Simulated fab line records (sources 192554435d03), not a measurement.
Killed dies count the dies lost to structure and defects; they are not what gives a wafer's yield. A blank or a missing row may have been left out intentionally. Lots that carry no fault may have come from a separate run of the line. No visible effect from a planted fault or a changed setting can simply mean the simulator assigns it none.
The tool behind it: which one? -- flow n5-finfet -- Sampling: 13 lots, 32 wafers, 4 of 1938 route steps

== WHAT THE GAUGES READ, wafer by wafer ==
N5_BEOL_M8_OVL_MEAS_12. Usual: M8_OVL gives 0.3 nm (standard deviation 0.82).
lot,measured,on,M8_OVL (nm),flag
L418,day 9 10:39,overlay-01,0.3 0.6 0.7,
L421,day 9 23:04,overlay-01,0.3 -0.9,
L420,day 10 08:05,overlay-01,0.0 -0.4,
L422,day 10 08:21,overlay-02,0.1 1.5,
L423,day 10 11:41,overlay-01,-0.3 -1.5,
L424,day 10 15:33,overlay-01,0.8 1.4,
L425,day 11 10:32,overlay-02,0.3 0.7 1.3,
L434,day 13 07:35,overlay-01,0.2 0.6,
L436,day 13 18:23,overlay-02,1.0 1.0 0.3,
L435,day 13 22:59,overlay-01,-0.3 0.4,
L438,day 14 01:57,overlay-02,0.0 0.0 -0.3,
L439,day 14 18:26,overlay-02,0.3 0.6 0.0,
L440,day 15 05:17,overlay-01,-1.2 -0.8 -0.6,

N5_BEOL_M8_INSPECT_58: inspects for defects (darkfield). Usual: raw-defect-count at 62, with a standard deviation of 20.
lot,measured,on,raw-defect-count,flag
L418,day 9 16:05,defect-inspect-01,57 57 49,
L421,day 10 06:00,defect-inspect-02,57 61,
L420,day 10 13:15,defect-inspect-02,72 61,
L422,day 10 16:12,defect-inspect-01,49 45,
L423,day 10 17:44,defect-inspect-01,35 33,
L424,day 10 21:41,defect-inspect-01,89 92,
L425,day 11 16:56,defect-inspect-02,64 57 62,
L434,day 13 12:00,defect-inspect-02,67 44,
L436,day 13 23:22,defect-inspect-02,36 64 62,
L435,day 14 04:59,defect-inspect-02,37 50,
L438,day 14 06:59,defect-inspect-02,53 66 72,
L439,day 15 00:08,defect-inspect-02,84 78 70,
L440,day 15 10:29,defect-inspect-01,48 52 41,

== EACH LOT AND THE TOOL THAT RAN IT (in order: tool; ch and the chambers of the sampled wafers; start) ==
lot,N5_BEOL_M8_DESCUM_16,N5_BEOL_M8_CURE_75
L418,"rie-diel-05 ch 0,1,3, day 9 10:42","uv-cure-03 ch 1, day 9 13:58"
L421,"rie-diel-04 ch 0,3, day 9 23:14","uv-cure-01 ch 2, day 10 01:59"
L420,"rie-diel-05 ch 0,1, day 10 08:09","uv-cure-01 ch 0, day 10 11:22"
L422,"rie-diel-01 ch 1,3, day 10 08:35","uv-cure-01 ch 0, day 10 11:59"
L423,"rie-diel-01 ch 0,3, day 10 11:46","uv-cure-03 ch 2, day 10 14:56"
L424,"rie-diel-04 ch 0,1, day 10 15:47","uv-cure-03 ch 1, day 10 18:55"
L425,"rie-diel-04 ch 0,1,3, day 11 10:41","uv-cure-03 ch 1, day 11 12:22"
L434,"rie-diel-05 ch 0, day 13 07:43","uv-cure-02 ch 2, day 13 09:25"
L436,"rie-diel-05 ch 0,1,3, day 13 18:27","uv-cure-02 ch 0, day 13 20:07"
L435,"rie-diel-01 ch 1,3, day 13 23:13","uv-cure-01 ch 0, day 14 01:55"
L438,"rie-diel-04 ch 0,1,3, day 14 02:04","uv-cure-01 ch 0, day 14 03:53"
L439,"rie-diel-04 ch 0,2,3, day 14 18:31","uv-cure-03 ch 1, day 14 22:04"
L440,"rie-diel-01 ch 0,1,2, day 15 05:48","uv-cure-03 ch 2, day 15 08:04"
- N5_BEOL_M8_DESCUM_16: chemistry O2, time 7.9 s.
- N5_BEOL_M8_CURE_75: cures SiCOH lowk, time 120 s.

== AS READ BY THE TOOLS THEMSELVES (means over the sampled wafers that have a number; for cases with no such wafer, the mark the record gives instead) ==
N5_BEOL_M8_DESCUM_16. Usual: drypump-motor-current-A 5.7 A, standard deviation 0.48; oes-product-au 0.81 a.u., standard deviation 0.072; rf-vpp-V 242.8 V, standard deviation 1.1; showerhead-plenum-p-Torr 2.06 Torr, standard deviation 0.046; throttle-valve-pct 20.46 %, standard deviation 0.2.
lot,tool,drypump-motor-current-A (A),oes-product-au (a.u.),rf-vpp-V (V),showerhead-plenum-p-Torr (Torr),throttle-valve-pct (%),flag
L418,rie-diel-05,5.3,0.88,241.4,2.04,20.38,
L421,rie-diel-04,6.0,0.84,242.9,2.02,20.26,
L420,rie-diel-05,5.4,0.84,241.6,2.04,20.45,
L422,rie-diel-01,5.8,0.74,241.5,2.08,20.82,
L423,rie-diel-01,6.2,0.77,242.6,2.09,20.50,
L424,rie-diel-04,5.7,0.81,242.1,2.06,20.39,
L425,rie-diel-04,5.8,0.82,243.1,2.06,20.35,
L434,rie-diel-05,5.1,0.81,241.9,2.02,20.38,
L436,rie-diel-05,5.3,0.83,242.2,2.03,20.43,
L435,rie-diel-01,5.9,0.86,243.5,2.07,20.66,
L438,rie-diel-04,5.8,0.80,243.0,2.05,20.40,
L439,rie-diel-04,5.7,0.82,242.4,2.02,20.32,
L440,rie-diel-01,5.8,0.78,243.8,2.10,20.63,

N5_BEOL_M8_CURE_75. Usual: lamp-power-pct 52.31 %, standard deviation 0.053; run-length-s 178.3 s, standard deviation 1.5; wafer_temp_C_max 372.1, standard deviation 0.73.
lot,tool,lamp-power-pct (%),run-length-s (s),wafer_temp_C_max,flag
L418,uv-cure-03,52.32,178.1,373.0,
L421,uv-cure-01,52.34,178.2,371.1,
L420,uv-cure-01,52.28,176.9,371.3,
L422,uv-cure-01,52.25,177.2,371.2,
L423,uv-cure-03,52.33,177.8,371.6,
L424,uv-cure-03,52.31,178.2,372.3,
L425,uv-cure-03,52.37,190.7,373.0,OFF
L434,uv-cure-02,52.30,177.2,371.2,
L436,uv-cure-02,52.24,178.5,372.9,
L435,uv-cure-01,52.30,176.8,371.3,
L438,uv-cure-01,52.31,176.9,371.2,
L439,uv-cure-03,52.27,178.2,372.7,
L440,uv-cure-03,52.30,177.9,371.6,

== THE ANSWER, worked out from the rows above alone ==
Rule: a lot counts as off when the mean over its wafers that have a number is more than 3 standard deviations away from the usual mean. A lot without any number at a reading at which 4 lots or more have one is off too. Where the step has rows for the other lots, those lots are counted as sound. First the gauges in route order, then the tools' own readings, where a lot's mean is used as printed above. The first step at which some lot is off is used, and at that step the reading that is off furthest; a lot without a number counts as furthest.
Off: L425, at N5_BEOL_M8_CURE_75 (run-length-s).
A tool fits if, at that step or a process step before it, it ran every lot that is off, and no sound lot after the first of them. No candidate that was tried fits.

== WHAT THE SIMULATOR PUT IN ==
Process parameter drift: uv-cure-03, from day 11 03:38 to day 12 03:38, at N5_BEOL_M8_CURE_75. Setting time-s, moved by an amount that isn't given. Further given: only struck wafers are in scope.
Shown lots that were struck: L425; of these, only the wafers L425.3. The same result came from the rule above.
